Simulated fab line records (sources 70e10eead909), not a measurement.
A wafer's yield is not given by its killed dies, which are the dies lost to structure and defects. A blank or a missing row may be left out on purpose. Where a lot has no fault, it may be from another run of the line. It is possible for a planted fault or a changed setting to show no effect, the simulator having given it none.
Which tool is to blame?    flow nandHarc    18 wafers from 6 lots sampled at 5 of the route's 1159 steps

## WHAT THE GAUGES READ, wafer by wafer
NHARC_END_SORT_01.
lot   measured      on         killedAtArray
L663  day 24 04:02  prober-01  677 674 677
L664  day 24 11:01  prober-01  670 674 674

## WHICH TOOL RAN EACH LOT (tool, then ch and the chambers of the sampled wafers, then the start)
lot   NHARC_A_STAIRCASE_STRIP_476        NHARC_A_STAIRCASE_DEP_417        NHARC_A_STAIRCASE_DEP_325        NHARC_A_STAIRCASE_STRIP_446
L645  rieDiel-10 ch 0,2,3, day 12 13:01  pecvd-03 ch 0,1, day 12 13:07    pecvd-02 ch 1,2, day 13 18:21    plasmaAsher-02 ch 0,1, day 14 06:01
L649  rieDiel-09 ch 1,2,3, day 12 18:35  pecvd-04 ch 0,1, day 12 18:43    pecvd-02 ch 0,1,2, day 13 23:58  plasmaAsher-01 ch 0,1, day 14 10:17
L647  rieDiel-10 ch 0,1, day 13 01:12    pecvd-04 ch 0,2, day 13 01:20    pecvd-02 ch 1,2, day 14 05:11    plasmaAsher-01 ch 0,1, day 14 17:40
L655  rieDiel-11 ch 2,3, day 15 07:44    pecvd-03 ch 0,1,2, day 15 08:02  pecvd-03 ch 0,1,2, day 16 10:05  plasmaAsher-02 ch 0,1, day 16 20:07
L663  rieDiel-09 ch 0,1,2, day 16 19:54  pecvd-02 ch 0,1, day 16 20:24    pecvd-03 ch 1,2, day 18 01:08    plasmaAsher-02 ch 0,1, day 18 13:50
L664  rieDiel-10 ch 2,3, day 17 00:32    pecvd-03 ch 1,2, day 17 00:38    pecvd-04 ch 0,1,2, day 18 01:09  plasmaAsher-02 ch 0,1, day 18 13:13
- NHARC_A_STAIRCASE_STRIP_476: strips in O2, time 20 s.
- NHARC_A_STAIRCASE_DEP_417: deposits Si3N4, target thk 60 nm.
- NHARC_A_STAIRCASE_DEP_325: deposits SiO2, target thk 3800 nm.
- NHARC_A_STAIRCASE_STRIP_446: strips in O2.

## THE ANSWER, worked out from the rows above alone
Rule: usual is defined by the lots themselves. The widest of any qualifying gaps counts: lots, ordered by their means at a reading, are off when they make up no more than a third of the lots, leave a main group of 4 or more, and stand apart from it by 3 or more times the standard deviation of that group's means. The tables above print the reading to a certain number of digits; a main group whose means all agree to those digits is not used. A lot without any number at a reading at which 4 lots or more have one is off too. Any other lot the step has rows for is counted as sound.
Nothing can be told from this: no lot is off at any reading shown.

## WHAT HAD BEEN PUT IN BY THE SIMULATOR
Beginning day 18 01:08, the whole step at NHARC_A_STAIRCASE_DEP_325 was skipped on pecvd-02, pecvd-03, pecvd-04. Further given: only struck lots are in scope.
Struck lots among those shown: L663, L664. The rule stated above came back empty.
